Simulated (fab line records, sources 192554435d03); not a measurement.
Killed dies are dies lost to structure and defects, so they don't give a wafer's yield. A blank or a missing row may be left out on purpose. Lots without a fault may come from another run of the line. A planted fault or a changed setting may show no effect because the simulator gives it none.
Chamber matching | flow n5_finfet | N5_BEOL_M5_PRE_CLEAN_77 on cvd_co-02: 3 sister chambers
The step time 15 s. 3 wafers are shown with their chamber, then 12 later ones without.

WAFERS WITH THEIR CHAMBER
wafer  | chamber | heater_power_w (W)
L088.4 | 1       | 100
L089.2 | 2       | 65
L089.5 | 0       | 119

WAFERS WITHOUT THEIR CHAMBER
wafer  | heater_power_w (W)
L091.1 | 101
L091.2 | 65
L091.3 | 114
L092.1 | 100
L092.2 | 113
L092.3 | 65
L097.2 | 65
L097.4 | 110
L097.5 | 101
L095.2 | 104
L095.3 | 104
L095.4 | 67

WHICH CHAMBER EACH WENT THROUGH
wafer  | from the rows above     | in truth
L091.1 | 1                       | 1
L091.2 | 2                       | 2
L091.3 | 0                       | 0
L092.1 | 1                       | 1
L092.2 | can't be placed: 0 or 1 | 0
L092.3 | 2                       | 2
L097.2 | 2                       | 2
L097.4 | can't be placed: 0 or 1 | 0
L097.5 | 1                       | 1
L095.2 | 1                       | 1
L095.3 | 1                       | 1
L095.4 | 2                       | 2
Placed correctly: 10 of 12. Can't be placed from these rows: 2 (the true chamber is among the candidates in 2). Placed wrongly: 0.
How it was worked out, from the rows above alone: a wafer's distance from a chamber is the root of the sum, over the readings, of the square of ((its reading less the chamber's mean) divided by the reading's scatter). The wafer belongs to the nearest chamber; if the next one is less than 2 further off, it can't be placed. A chamber's mean is the mean of its shown wafers. The scatter: with one shown wafer a chamber, the root of the mean of the squares of how far each hidden wafer lies from its nearest shown one.
